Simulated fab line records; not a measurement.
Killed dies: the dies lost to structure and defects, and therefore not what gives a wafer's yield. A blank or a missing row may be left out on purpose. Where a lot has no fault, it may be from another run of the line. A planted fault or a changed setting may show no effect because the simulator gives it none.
Chamber matching || flow n5-finfet || N5_FIN_SAQP_ETCH_67 on rie-diel-06 has 4 sister chambers
The step etches SiNx in CH3F/O2, target depth 30 nm. 4 wafers are shown with their chamber, then 9 later ones without.

== WAFERS WITH THEIR CHAMBER ==
{"wafer": "L087.1", "chamber": 3, "drypump-motor-current-A (A)": 6.0}
{"wafer": "L087.5", "chamber": 1, "drypump-motor-current-A (A)": 5.7}
{"wafer": "L089.1", "chamber": 0, "drypump-motor-current-A (A)": 5.7}
{"wafer": "L089.5", "chamber": 2, "drypump-motor-current-A (A)": 4.9}

== WAFERS WITH NO CHAMBER GIVEN ==
{"wafer": "L091.1", "drypump-motor-current-A (A)": 5.7}
{"wafer": "L091.4", "drypump-motor-current-A (A)": 5.8}
{"wafer": "L091.5", "drypump-motor-current-A (A)": 5.7}
{"wafer": "L092.2", "drypump-motor-current-A (A)": 5.8}
{"wafer": "L092.4", "drypump-motor-current-A (A)": 5.8}
{"wafer": "L092.6", "drypump-motor-current-A (A)": 6.0}
{"wafer": "L093.2", "drypump-motor-current-A (A)": 6.0}
{"wafer": "L093.3", "drypump-motor-current-A (A)": 5.8}
{"wafer": "L093.6", "drypump-motor-current-A (A)": 6.0}

== THE CHAMBER EACH PASSED THROUGH ==
{"wafer": "L091.1", "from the rows above": "can't be placed: 0 or 1", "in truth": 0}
{"wafer": "L091.4", "from the rows above": "can't be placed: 0 or 1 or 3", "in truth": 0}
{"wafer": "L091.5", "from the rows above": "can't be placed: 0 or 1", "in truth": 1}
{"wafer": "L092.2", "from the rows above": "can't be placed: 0 or 1 or 3", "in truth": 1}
{"wafer": "L092.4", "from the rows above": "can't be placed: 0 or 1 or 3", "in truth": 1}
{"wafer": "L092.6", "from the rows above": 3, "in truth": 3}
{"wafer": "L093.2", "from the rows above": 3, "in truth": 3}
{"wafer": "L093.3", "from the rows above": "can't be placed: 0 or 1 or 3", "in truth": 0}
{"wafer": "L093.6", "from the rows above": 3, "in truth": 3}
Correctly placed: 3 of 9. From these rows, 6 cannot be placed; in 6 the true chamber is one of the candidates. 0 placed wrongly.
How it was worked out, from the rows above alone: a wafer's distance from a chamber is the root of the sum, over the readings, of the square of ((its reading less the chamber's mean) divided by the reading's scatter). If the next closest chamber is less than 2 further off than the closest, the wafer can't be placed; otherwise it belongs to the closest. A chamber's mean is the mean of its shown wafers. The scatter: root of mean squared gap, hidden wafer to nearest shown wafer, with one shown wafer a chamber.
